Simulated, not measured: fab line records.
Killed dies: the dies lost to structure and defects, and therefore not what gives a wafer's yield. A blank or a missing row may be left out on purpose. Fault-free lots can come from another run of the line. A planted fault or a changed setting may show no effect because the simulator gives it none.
Matching of chambers | flow n5_finfet | rie_diel-06 running N5_BEOL_M0_SAQP_STRIP_108: 4 sister chambers
The step strips in N2/H2. 4 wafers are shown with their chamber, then 7 later ones without.

== EACH WAFER AND ITS CHAMBER ==
wafer  | chamber | drypump_motor_current_A (A)
L084.4 | 2       | 6.1
L089.2 | 3       | 6.0
L090.3 | 1       | 6.5
L090.4 | 0       | 5.3

== WAFERS MISSING THEIR CHAMBER ==
wafer  | drypump_motor_current_A (A)
L090.5 | 6.5
L094.1 | 5.2
L094.2 | 6.0
L094.5 | 5.2
L097.2 | 6.1
L097.3 | 6.5
L097.6 | 6.0

== EACH ONE'S CHAMBER ==
wafer  | from the rows above     | in truth
L090.5 | 1                       | 1
L094.1 | 0                       | 0
L094.2 | can't be placed: 3 or 2 | 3
L094.5 | 0                       | 0
L097.2 | can't be placed: 2 or 3 | 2
L097.3 | 1                       | 1
L097.6 | can't be placed: 3 or 2 | 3
4 of 7 placed correctly. Unplaceable from these rows: 3, with the true chamber sitting among the candidates in 3. Placed wrongly: 0.
How it was worked out, from the rows above alone: a wafer's distance from a chamber is the root of the sum, over the readings, of the square of ((its reading less the chamber's mean) divided by the reading's scatter). If the next closest chamber is less than 2 further off than the closest, the wafer can't be placed; otherwise it belongs to the closest. A chamber's mean is the mean of its shown wafers. The scatter (one wafer shown for each chamber): square how far every hidden wafer sits from the nearest shown wafer, average those squares and take the square root.
